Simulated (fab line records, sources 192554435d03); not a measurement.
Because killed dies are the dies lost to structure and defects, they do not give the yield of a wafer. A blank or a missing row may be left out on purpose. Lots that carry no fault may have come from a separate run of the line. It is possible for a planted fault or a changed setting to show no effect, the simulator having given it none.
Matching of chambers || flow n5 finfet || rie diel-01 running N5_DUMMY_GATE_ETCH_36: 4 sister chambers
The step etches SiARC in CF4, target depth 13 nm. 18 wafers are shown with their chamber, then 9 later ones without.

## EACH WAFER AND ITS CHAMBER
{"wafer": "L076.1", "chamber": 1, "showerhead plenum p Torr (Torr)": 2.12, "throttle valve pct (%)": 15.26, "oes product au (a.u.)": 0.91}
{"wafer": "L076.2", "chamber": 3, "showerhead plenum p Torr (Torr)": 2.16, "throttle valve pct (%)": 15.48, "oes product au (a.u.)": 0.80}
{"wafer": "L076.5", "chamber": 2, "showerhead plenum p Torr (Torr)": 2.10, "throttle valve pct (%)": 15.59, "oes product au (a.u.)": 0.85}
{"wafer": "L080.2", "chamber": 1, "showerhead plenum p Torr (Torr)": 2.11, "throttle valve pct (%)": 15.27, "oes product au (a.u.)": 0.90}
{"wafer": "L080.3", "chamber": 3, "showerhead plenum p Torr (Torr)": 2.16, "throttle valve pct (%)": 15.51, "oes product au (a.u.)": 0.79}
{"wafer": "L080.6", "chamber": 0, "showerhead plenum p Torr (Torr)": 2.20, "throttle valve pct (%)": 15.56, "oes product au (a.u.)": 0.73}
{"wafer": "L081.1", "chamber": 0, "showerhead plenum p Torr (Torr)": 2.20, "throttle valve pct (%)": 15.56, "oes product au (a.u.)": 0.73}
{"wafer": "L081.3", "chamber": 1, "showerhead plenum p Torr (Torr)": 2.11, "throttle valve pct (%)": 15.25, "oes product au (a.u.)": 0.90}
{"wafer": "L081.6", "chamber": 2, "showerhead plenum p Torr (Torr)": 2.10, "throttle valve pct (%)": 15.61, "oes product au (a.u.)": 0.85}
{"wafer": "L084.1", "chamber": 0, "showerhead plenum p Torr (Torr)": 2.20, "throttle valve pct (%)": 15.57, "oes product au (a.u.)": 0.73}
{"wafer": "L084.2", "chamber": 2, "showerhead plenum p Torr (Torr)": 2.09, "throttle valve pct (%)": 15.61, "oes product au (a.u.)": 0.84}
{"wafer": "L084.3", "chamber": 3, "showerhead plenum p Torr (Torr)": 2.16, "throttle valve pct (%)": 15.53, "oes product au (a.u.)": 0.78}
{"wafer": "L084.4", "chamber": 1, "showerhead plenum p Torr (Torr)": 2.11, "throttle valve pct (%)": 15.29, "oes product au (a.u.)": 0.88}
{"wafer": "L084.5", "chamber": 2, "showerhead plenum p Torr (Torr)": 2.09, "throttle valve pct (%)": 15.62, "oes product au (a.u.)": 0.84}
{"wafer": "L084.6", "chamber": 1, "showerhead plenum p Torr (Torr)": 2.11, "throttle valve pct (%)": 15.28, "oes product au (a.u.)": 0.89}
{"wafer": "L086.3", "chamber": 1, "showerhead plenum p Torr (Torr)": 2.11, "throttle valve pct (%)": 15.29, "oes product au (a.u.)": 0.86}
{"wafer": "L086.5", "chamber": 0, "showerhead plenum p Torr (Torr)": 2.20, "throttle valve pct (%)": 15.58, "oes product au (a.u.)": 0.72}
{"wafer": "L086.6", "chamber": 1, "showerhead plenum p Torr (Torr)": 2.11, "throttle valve pct (%)": 15.28, "oes product au (a.u.)": 0.87}

SIGNATURES (means of the wafers above)
{"reading": "showerhead plenum p Torr", "chamber 0": 2.2000, "chamber 1": 2.1114, "chamber 2": 2.0950, "chamber 3": 2.1600, "scatter within a chamber": 0.00364}
{"reading": "throttle valve pct", "chamber 0": 15.5675, "chamber 1": 15.2743, "chamber 2": 15.6075, "chamber 3": 15.5067, "scatter within a chamber": 0.0156}
{"reading": "oes product au", "chamber 0": 0.7275, "chamber 1": 0.8871, "chamber 2": 0.8450, "chamber 3": 0.7900, "scatter within a chamber": 0.0129}
Rule: a wafer lies at a distance from a chamber equal to the root of the sum of squares, over the readings, of (its reading less the chamber's mean, divided by the reading's scatter). The wafer belongs to the nearest chamber; if the next one is less than 2 further off, it can't be placed. How the scatter is found: for the shown wafers, subtract from each reading the mean of its chamber, square and add these, divide the total by (wafers less chambers), then take the root.

## WAFERS WITHOUT THEIR CHAMBER
{"wafer": "L087.3", "showerhead plenum p Torr (Torr)": 2.16, "throttle valve pct (%)": 15.54, "oes product au (a.u.)": 0.78}
{"wafer": "L087.4", "showerhead plenum p Torr (Torr)": 2.16, "throttle valve pct (%)": 15.52, "oes product au (a.u.)": 0.78}
{"wafer": "L087.5", "showerhead plenum p Torr (Torr)": 2.11, "throttle valve pct (%)": 15.31, "oes product au (a.u.)": 0.86}
{"wafer": "L096.1", "showerhead plenum p Torr (Torr)": 2.10, "throttle valve pct (%)": 15.34, "oes product au (a.u.)": 0.84}
{"wafer": "L096.2", "showerhead plenum p Torr (Torr)": 2.09, "throttle valve pct (%)": 15.68, "oes product au (a.u.)": 0.82}
{"wafer": "L096.3", "showerhead plenum p Torr (Torr)": 2.15, "throttle valve pct (%)": 15.56, "oes product au (a.u.)": 0.77}
{"wafer": "L096.4", "showerhead plenum p Torr (Torr)": 2.15, "throttle valve pct (%)": 15.56, "oes product au (a.u.)": 0.76}
{"wafer": "L096.5", "showerhead plenum p Torr (Torr)": 2.09, "throttle valve pct (%)": 15.69, "oes product au (a.u.)": 0.81}
{"wafer": "L096.6", "showerhead plenum p Torr (Torr)": 2.10, "throttle valve pct (%)": 15.34, "oes product au (a.u.)": 0.84}

## CHAMBER TAKEN BY EACH
{"wafer": "L087.3", "from the rows above": 3, "in truth": 3}
{"wafer": "L087.4", "from the rows above": 3, "in truth": 3}
{"wafer": "L087.5", "from the rows above": 1, "in truth": 1}
{"wafer": "L096.1", "from the rows above": 1, "in truth": 1}
{"wafer": "L096.2", "from the rows above": 2, "in truth": 2}
{"wafer": "L096.3", "from the rows above": 3, "in truth": 3}
{"wafer": "L096.4", "from the rows above": 3, "in truth": 3}
{"wafer": "L096.5", "from the rows above": 2, "in truth": 2}
{"wafer": "L096.6", "from the rows above": 1, "in truth": 1}
Correctly placed: 9 of 9. Not placeable from these rows: 0. Wrongly placed: 0.
